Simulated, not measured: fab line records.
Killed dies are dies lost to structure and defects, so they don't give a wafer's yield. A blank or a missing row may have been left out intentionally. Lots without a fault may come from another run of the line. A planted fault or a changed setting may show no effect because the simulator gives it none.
What tool caused it?	flow n5Finfet	9 lots, 26 wafers sampled, at 5 steps of a route of 1938

== WHAT THE GAUGES READ, wafer by wafer ==
N5_BEOL_M4_RC_MEAS_101. Usual: DIBL_N 36.1 mV/V, standard deviation 1.5; DIBL_P 36.1 mV/V, standard deviation 1.9; IOFF_N 0.159 nA/um, standard deviation 0.029; IOFF_P 0.21 nA/um, standard deviation 0.038; ION_N 675 uA/um, standard deviation 11; ION_P 464 uA/um, standard deviation 8.1; SS_N 71.5 mV/dec, standard deviation 0.57; SS_P 73.3 mV/dec, standard deviation 0.64; VT_N 249 mV, standard deviation 3.1; VT_P -250 mV, standard deviation 3.8.
lot	measured	on	DIBL_N (mV/V)	DIBL_P (mV/V)	IOFF_N (nA/um)	IOFF_P (nA/um)	ION_N (uA/um)	ION_P (uA/um)	SS_N (mV/dec)	SS_P (mV/dec)	VT_N (mV)	VT_P (mV)	flag
L143	day 7 14:54	prober-01	37.0 35.4 37.2	37.6 34.6 38.3	0.149 0.118 0.144	0.21 0.17 0.22	664 654 664	462 457 461	71.6 71.8 71.6	73.3 72.9 73.2	249 255 252	-251 -254 -251	
L147	day 9 00:53	prober-02	34.6 36.3 35.7	34.7 36.2 35.8	0.141 0.157 0.162	0.19 0.21 0.21	683 676 677	467 466 469	70.9 72.1 71.3	72.6 73.3 72.5	250 249 249	-252 -250 -249	
L150	day 9 09:17	prober-01	41.1 36.9 38.0	40.4 36.6 37.7	0.279 0.175 0.186	0.29 0.21 0.23	694 679 684	470 460 465	72.1 71.8 72.0	74.6 73.2 74.4	245 249 247	-248 -252 -251	
L151	day 10 03:05	prober-02	37.8 37.4 36.2	38.2 37.0 36.6	0.171 0.156 0.140	0.24 0.21 0.21	679 670 657	470 456 465	72.0 71.8 71.6	74.1 73.5 73.0	250 254 249	-249 -249 -250	
L155	day 11 05:29	prober-01	33.0 36.2 33.8	32.4 35.5 33.0	0.104 0.145 0.109	0.15 0.18 0.15	660 664 668	446 456 453	70.9 71.4 71.1	72.5 73.0 72.2	255 252 256	-254 -253 -254	
L156	day 11 08:40	prober-01	36.7 34.2 36.9	38.0 34.1 37.7	0.168 0.113 0.155	0.23 0.17 0.22	687 656 670	464 460 470	71.7 70.8 71.5	73.1 73.2 74.0	249 256 250	-249 -254 -250	
L160	day 12 05:31	prober-01	35.6 36.9 36.6	37.1 37.5 37.7	0.150 0.166 0.169	0.19 0.19 0.20	663 676 675	457 460 457	71.3 72.4 72.3	73.5 73.6 73.7	253 248 251	-254 -254 -254	
L162	day 12 12:51	prober-01	36.9 36.9 36.4	39.4 39.2 38.2	0.195 0.187 0.174	0.25 0.23 0.22	675 673 671	465 463 462	71.8 72.0 72.4	74.3 74.5 74.7	247 249 250	-247 -252 -248	
L164	day 13 12:38	prober-02	35.6 34.5	36.6 34.6	0.159 0.131	0.20 0.17	674 664	456 456	71.3 71.1	72.6 73.1	247 252	-252 -255	

== WHAT TOOL EACH LOT RAN ON (gives the tool, then ch and the chambers of the sampled wafers, and finally the start) ==
lot	N5_BEOL_M2_ETCH_63	N5_BEOL_M2_STRIP_19	N5_BEOL_M2_ALD_98	N5_BEOL_M2_ETCH_70
L143	rieDiel-06 ch 1,2, day 6 14:08	rieDiel-06 ch 1,2,3, day 6 14:28	aldSin-03 ch 0,3, day 6 15:30	rieDiel-01 ch 0,2,3, day 6 16:40
L147	rieDiel-01 ch 0,1,3, day 7 19:29	rieDiel-01 ch 0,1,3, day 7 19:54	aldSin-04 ch 0,1,2, day 7 20:33	rieDiel-01 ch 0,1,3, day 7 23:22
L150	rieDiel-01 ch 0,1,3, day 8 06:50	rieDiel-06 ch 0,2,3, day 8 07:10	aldSin-03 ch 1,3, day 8 08:04	rieDiel-02 ch 1,2,3, day 8 08:14
L151	rieDiel-01 ch 1,2, day 8 18:14	rieDiel-02 ch 0,3, day 8 18:33	aldSin-03 ch 0,1,2, day 8 20:33	rieDiel-06 ch 0,2,3, day 8 23:39
L155	rieDiel-01 ch 0,1,2, day 9 13:13	rieDiel-06 ch 0,2,3, day 9 13:35	aldSin-03 ch 0,1,2, day 9 14:28	rieDiel-06 ch 1,2,3, day 9 20:14
L156	rieDiel-02 ch 0,2, day 9 21:28	rieDiel-02 ch 2,3, day 9 21:46	aldSin-03 ch 0,1,2, day 9 22:32	rieDiel-01 ch 0,2, day 10 01:37
L160	rieDiel-01 ch 1,2, day 11 03:31	rieDiel-02 ch 1,2,3, day 11 04:00	aldSin-01 ch 0,2,3, day 11 04:44	rieDiel-01 ch 1,2, day 11 04:59
L162	rieDiel-01 ch 1,2, day 11 07:56	rieDiel-02 ch 0,3, day 11 08:21	aldSin-04 ch 0,2,3, day 11 09:48	rieDiel-06 ch 0,1,3, day 11 10:56
L164	rieDiel-02 ch 0,1, day 11 15:15	rieDiel-02 ch 0,2, day 11 15:34	aldSin-01 ch 0,2, day 11 16:13	rieDiel-02 ch 0,3, day 12 00:53
- N5_BEOL_M2_ETCH_63: etches SiARC in CF4, target depth 15.6 nm, time 26 s.
- N5_BEOL_M2_STRIP_19: strips in O2.
- N5_BEOL_M2_ALD_98: deposits SiO2, target thk 2.5 nm, pulse time 1 s, co reactant pulse time 1 s.
- N5_BEOL_M2_ETCH_70: etches SOC in N2/H2, target depth 80 nm, overetch 24 nm, time 130 s.

== WHAT THE TOOLS THEMSELVES READ (means of the sampled wafers that have a number; where no wafer has one, the mark that the record gives instead) ==
N5_BEOL_M2_ETCH_63. Usual: biasW 36.00 W, standard deviation 0.11; drypumpMotorCurrentA 5.7 A, standard deviation 0.5; etchRfOnTimeS 25.9 s, standard deviation 0.45; oesProductAu 0.70 a.u., standard deviation 0.064; rfFwdPowerW 532.4 W, standard deviation 2.5; rfVppV 184.2 V, standard deviation 1.2; showerheadPlenumPTorr 2.15 Torr, standard deviation 0.079; throttleValvePct 15.59 %, standard deviation 0.18.
lot	tool	biasW (W)	drypumpMotorCurrentA (A)	etchRfOnTimeS (s)	oesProductAu (a.u.)	rfFwdPowerW (W)	rfVppV (V)	showerheadPlenumPTorr (Torr)	throttleValvePct (%)	flag
L143	rieDiel-06	35.98	6.3	26.1	0.73	532.5	184.1	2.13	15.58	
L147	rieDiel-01	35.92	5.7	26.1	0.65	533.2	183.4	2.09	15.75	
L150	rieDiel-01	35.92	5.7	25.9	0.64	532.1	182.6	2.08	15.77	
L151	rieDiel-01	35.91	6.0	26.0	0.74	530.6	183.9	2.11	15.53	
L155	rieDiel-01	36.01	5.9	25.9	0.66	532.7	183.2	2.09	15.73	
L156	rieDiel-02	35.92	5.8	25.7	0.71	531.7	185.1	2.20	15.37	
L160	rieDiel-01	35.97	5.6	26.0	0.64	530.8	183.3	2.11	15.72	
L162	rieDiel-01	35.97	6.0	26.4	0.69	531.0	183.5	2.11	15.57	
L164	rieDiel-02	35.97	5.7	25.7	0.69	530.6	184.2	2.17	15.38	

N5_BEOL_M2_STRIP_19. Usual: drypumpMotorCurrentA 5.6 A, standard deviation 0.5; oesProductAu 0.81 a.u., standard deviation 0.066; rfVppV 3.6 V, standard deviation 0.46; showerheadPlenumPTorr 2.10 Torr, standard deviation 0.085; throttleValvePct 16.63 %, standard deviation 0.18.
lot	tool	drypumpMotorCurrentA (A)	oesProductAu (a.u.)	rfVppV (V)	showerheadPlenumPTorr (Torr)	throttleValvePct (%)	flag
L143	rieDiel-06	5.7	0.87	3.7	2.15	16.62	
L147	rieDiel-01	5.7	0.76	3.4	2.04	16.77	
L150	rieDiel-06	5.3	0.88	3.8	2.23	16.62	
L151	rieDiel-02	5.4	0.84	3.8	2.09	16.43	
L155	rieDiel-06	5.3	0.86	3.8	2.22	16.65	
L156	rieDiel-02	5.0	0.81	3.0	2.10	16.73	
L160	rieDiel-02	5.4	0.80	3.9	2.12	16.64	
L162	rieDiel-02	5.1	0.81	3.3	2.05	16.63	
L164	rieDiel-02	5.8	0.79	3.6	2.17	16.50	

N5_BEOL_M2_ALD_98. Usual: heaterPowerW 79 W, standard deviation 6.5; precursorPulseHeightRel 1.003, standard deviation 0.021; susceptorTempC 100.01 C, standard deviation 0.13.
lot	tool	heaterPowerW (W)	precursorPulseHeightRel	susceptorTempC (C)	flag
L143	aldSin-03	80	0.982	100.18	
L147	aldSin-04	80	0.991	100.04	
L150	aldSin-03	68	1.014	99.95	
L151	aldSin-03	74	1.015	100.03	
L155	aldSin-03	74	1.013	99.68	
L156	aldSin-03	74	0.982	99.74	
L160	aldSin-01	83	1.008	99.99	
L162	aldSin-04	78	0.990	100.06	
L164	aldSin-01	83	1.007	100.05	

N5_BEOL_M2_ETCH_70. Usual: value, then standard deviation, for each; biasW 149.9 W / 0.47; drypumpMotorCurrentA 5.7 A / 0.5; oesProductAu 0.60 a.u. / 0.052; rfFwdPowerW 836.0 W / 2.7; rfVppV 523.9 V / 3; showerheadPlenumPTorr 2.55 Torr / 0.1; throttleValvePct 17.75 % / 0.18.
lot	tool	biasW (W)	drypumpMotorCurrentA (A)	oesProductAu (a.u.)	rfFwdPowerW (W)	rfVppV (V)	showerheadPlenumPTorr (Torr)	throttleValvePct (%)	flag
L143	rieDiel-01	150.1	6.1	0.57	835.4	521.0	2.46	17.84	
L147	rieDiel-01	149.8	5.7	0.56	837.6	521.2	2.47	17.91	
L150	rieDiel-02	149.5	5.4	0.60	834.2	524.6	2.58	17.65	
L151	rieDiel-06	149.6	5.3	0.64	839.1	528.6	2.69	17.72	
L155	rieDiel-06	149.6	5.8	0.62	839.3	525.8	2.61	17.80	
L156	rieDiel-01	150.0	6.3	0.62	836.9	521.6	2.46	17.69	
L160	rieDiel-01	150.4	6.0	0.60	836.7	522.5	2.49	17.69	
L162	rieDiel-06	150.5	5.7	0.60	837.8	525.4	2.60	17.78	
L164	rieDiel-02	149.4	5.2	0.59	835.5	523.6	2.52	17.70	

== THE ANSWER, worked out from the rows above alone ==
Rule: a lot is off if the mean of its wafers that have a number lies more than 3 standard deviations from the usual mean. A lot without any number at a reading at which 4 lots or more have one is off too. Where the step has rows for the other lots, those lots are counted as sound. The gauges are gone through in route order, then the tools' own readings, and for those a lot's mean is taken as printed above. The first step at which some lot is off is used, and at that step the reading that is off furthest; a lot without a number counts as furthest.
No lot is off on any of the readings shown, so nothing can be concluded from this.

== WHAT THE SIMULATOR HAD PUT IN ==
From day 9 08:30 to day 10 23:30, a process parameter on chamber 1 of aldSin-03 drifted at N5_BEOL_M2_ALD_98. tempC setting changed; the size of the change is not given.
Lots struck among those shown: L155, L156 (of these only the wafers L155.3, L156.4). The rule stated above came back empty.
